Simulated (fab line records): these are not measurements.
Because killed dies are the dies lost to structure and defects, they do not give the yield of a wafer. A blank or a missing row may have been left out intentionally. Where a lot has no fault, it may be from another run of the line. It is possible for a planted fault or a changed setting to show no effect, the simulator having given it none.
The tool behind it: which one? ; flow n5Finfet ; 11 lots, 30 wafers sampled, at 5 steps of a route of 1938

== WHAT THE GAUGES READ, wafer by wafer ==
The record lacks any reading of a measuring or inspecting step that a usual standard deviation could be used to judge.

== WHICH TOOL RAN EACH LOT (tool, then ch and the chambers of the sampled wafers, then the start) ==
lot;N5_BEOL_M5_ILD_DEP_00;N5_BEOL_M5_CURE_79;N5_BEOL_M5_EXPOSE_08;N5_BEOL_M5_ETCH_72;N5_PASSIVATION_PROBE_49
L782;pecvd-02 ch 0,1,2, day 8 18:41;uvCure-01 ch 0, day 8 18:51;euvScanner-02 ch 0, day 8 21:46;rieDiel-04 ch 0,1, day 8 22:11;-
L784;pecvd-03 ch 0,2, day 9 17:56;uvCure-01 ch 0, day 9 18:05;euvScanner-02 ch 0, day 9 19:25;rieDiel-04 ch 0,2,3, day 9 21:56;-
L786;pecvd-03 ch 0,1, day 10 02:40;uvCure-02 ch 0, day 10 02:53;euvScanner-02 ch 0, day 10 05:10;rieDiel-04 ch 0,2,3, day 10 06:41;-
L789;pecvd-03 ch 1,2, day 11 17:34;uvCure-03 ch 0, day 11 17:44;euvScanner-02 ch 0, day 11 19:52;rieDiel-05 ch 0,2, day 11 20:10;-
L795;pecvd-02 ch 0,2, day 11 19:21;uvCure-02 ch 1, day 11 19:26;euvScanner-01 ch 0, day 11 20:53;rieDiel-02 ch 2,3, day 11 21:10;-
L792;pecvd-04 ch 2, day 11 20:52;uvCure-02 ch 2, day 11 21:05;euvScanner-02 ch 0, day 11 23:02;rieDiel-02 ch 0, day 11 23:18;-
L794;pecvd-02 ch 0,1, day 12 15:13;uvCure-03 ch 1, day 12 15:17;euvScanner-01 ch 0, day 12 17:45;rieDiel-02 ch 0,3, day 12 18:02;prober-01, day 16 13:17
L797;pecvd-03 ch 1,2, day 13 01:00;uvCure-01 ch 2, day 13 01:04;euvScanner-01 ch 0, day 13 02:38;rieDiel-02 ch 0,1,3, day 13 02:55;-
L798;pecvd-03 ch 0,1,2, day 13 06:33;uvCure-03 ch 2, day 13 06:37;euvScanner-01 ch 0, day 13 08:40;rieDiel-04 ch 0,2,3, day 13 09:04;-
L800;pecvd-04 ch 0,1,2, day 13 06:44;uvCure-01 ch 2, day 13 06:48;euvScanner-01 ch 0, day 13 09:25;rieDiel-05 ch 1,2,3, day 13 09:43;-
L801;pecvd-04 ch 1,2, day 13 17:04;uvCure-03 ch 1, day 13 17:07;euvScanner-01 ch 0, day 13 18:54;rieDiel-05 ch 0,2,3, day 13 19:23;-
- N5_BEOL_M5_ILD_DEP_00: deposits SiCOH lowk from DEMS/porogen, target thk 140.64 nm, time 25.9 s.
- N5_BEOL_M5_CURE_79: cures SiCOH lowk, time 240 s.
- N5_BEOL_M5_EXPOSE_08: exposes mask M5, target cd 28 nm.
- N5_BEOL_M5_ETCH_72: etches underlayer in N2/H2, target depth 6.5 nm, time 5.2 s.
- N5_PASSIVATION_PROBE_49

== WHAT THE TOOLS THEMSELVES READ (means of the sampled wafers that have a number; where no wafer has one, the mark that the record gives instead) ==
N5_BEOL_M5_ILD_DEP_00.
lot;tool;chamberPressureTorr (Torr);heaterPowerW (W);rfFwdPowerW (W);showerheadPlenumPTorr (Torr);throttleValvePct (%)
L782;pecvd-02;5.000;304;494.1;5.744;14.4
L784;pecvd-03;5.006;309;494.7;5.749;13.7
L786;pecvd-03;4.996;424;494.1;5.741;14.5
L789;pecvd-03;4.996;348;493.1;5.716;14.0
L795;pecvd-02;4.999;339;495.8;5.755;13.6
L792;pecvd-04;5.007;308;494.3;5.724;13.0
L794;pecvd-02;4.994;275;493.8;5.750;14.3
L797;pecvd-03;5.013;357;493.2;5.721;14.1
L798;pecvd-03;5.006;345;493.8;5.736;14.3
L800;pecvd-04;5.004;335;496.1;5.733;13.5
L801;pecvd-04;5.012;297;496.4;5.725;13.1

N5_BEOL_M5_CURE_79.
lot;tool;lampPowerPct (%);wafer_temp_C_max
L782;uvCure-01;52.31;386.8
L784;uvCure-01;52.37;387.6
L786;uvCure-02;52.26;386.5
L789;uvCure-03;52.27;386.5
L795;uvCure-02;52.27;387.3
L792;uvCure-02;52.26;387.2
L794;uvCure-03;52.34;386.0
L797;uvCure-01;52.27;387.1
L798;uvCure-03;52.34;387.5
L800;uvCure-01;52.33;387.0
L801;uvCure-03;52.28;386.3

N5_BEOL_M5_EXPOSE_08.
lot;tool;exposureDoseMJCm2;focusOffsetNm (nm)
L782;euvScanner-02;35.72;-0.4
L784;euvScanner-02;35.71;1.0
L786;euvScanner-02;35.66;0.1
L789;euvScanner-02;35.88;0.9
L795;euvScanner-01;35.71;0.1
L792;euvScanner-02;36.02;0.0
L794;euvScanner-01;35.74;-0.5
L797;euvScanner-01;35.70;-0.4
L798;euvScanner-01;35.68;-0.1
L800;euvScanner-01;35.74;0.3
L801;euvScanner-01;35.70;0.1

N5_BEOL_M5_ETCH_72.
lot;tool;biasW (W);drypumpMotorCurrentA (A);etchRfOnTimeS (s);oesProductAu (a.u.);rfFwdPowerW (W);rfVppV (V);showerheadPlenumPTorr (Torr);throttleValvePct (%)
L782;rieDiel-04;150.1;5.1;5.27;0.65;818.6;524;2.57;17.81
L784;rieDiel-04;150.1;5.7;5.14;0.72;819.1;526;2.63;18.01
L786;rieDiel-04;150.3;5.7;5.19;0.71;819.8;527;2.63;18.02
L789;rieDiel-05;150.6;5.5;5.17;0.62;822.5;518;2.44;18.09
L795;rieDiel-02;150.2;5.8;5.05;0.74;819.1;523;2.56;18.00
L792;rieDiel-02;149.2;5.7;5.21;0.60;815.7;524;2.52;18.13
L794;rieDiel-02;150.0;5.7;5.14;0.65;818.4;523;2.51;18.12
L797;rieDiel-02;150.5;5.5;5.10;0.70;819.4;522;2.50;18.06
L798;rieDiel-04;149.5;5.7;5.18;0.69;816.5;525;2.62;18.05
L800;rieDiel-05;150.2;5.9;5.25;0.64;818.9;524;2.56;18.04
L801;rieDiel-05;150.5;5.6;5.24;0.72;819.5;525;2.62;17.87

N5_PASSIVATION_PROBE_49.
lot;tool;defectLimitedYield (%);killed_at_M0_to_M3;killed_at_M4_up;killedAtContacts;killedAtFrontEnd;killedAtOther;killedDies;killedOpen;killedShort;sort_bin_5_function (%);sort_bin_6_memory (%);sort_bin_8_speed (%);sortNPass;sortYieldPct (%)
L794;prober-01;90.0;24;15;9;68;2.0;118;74;43;5.6;3.9;0.00;1062;90.0

== THE ANSWER, worked out from the rows above alone ==
Rule: the usual values come from the lots themselves. The widest of any qualifying gaps counts: lots, ordered by their means at a reading, are off when they make up no more than a third of the lots, leave a main group of 4 or more, and stand apart from it by 3 or more times the standard deviation of that group's means. If all means in a main group match to the digits the tables above print for the reading, that group is not used. Also off: a lot with no number at a reading for which 4 or more lots have one. All remaining lots with rows at the step are treated as sound. First the gauges in route order, then the tools' own readings, where a lot's mean is used as printed above. The first step at which some lot is off is used, and at that step the reading that is off furthest; a lot without a number counts as furthest.
Off, at N5_BEOL_M5_EXPOSE_08 on exposureDoseMJCm2: L789, L792. The main group has a mean of 35.71 with a standard deviation of 0.024.
If a tool, at that step or one of the process steps before it, ran each lot that is off and ran no sound lot following the first of them, it fits. One candidate fits, namely euvScanner-02 at N5_BEOL_M5_EXPOSE_08. A fault onset in the window from L786 (day 10 05:10, its last sound lot) to L789 (day 11 19:52, its first lot off) fits.
On the lots that are off, the tool's own readings at N5_BEOL_M5_EXPOSE_08 differ by more than 5 times the standard deviation of the sound lots' means, which bears it out; exposureDoseMJCm2 reads 35.95 there versus 35.71 on the sound lots.

== WHAT THE SIMULATOR HAD PUT IN ==
Drift in process parameters on euvScanner-02 at N5_BEOL_M5_EXPOSE_08, starting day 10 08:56. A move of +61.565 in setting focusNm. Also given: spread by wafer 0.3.
Shown lots that were struck: L789, L792. Same finding as the rule above.
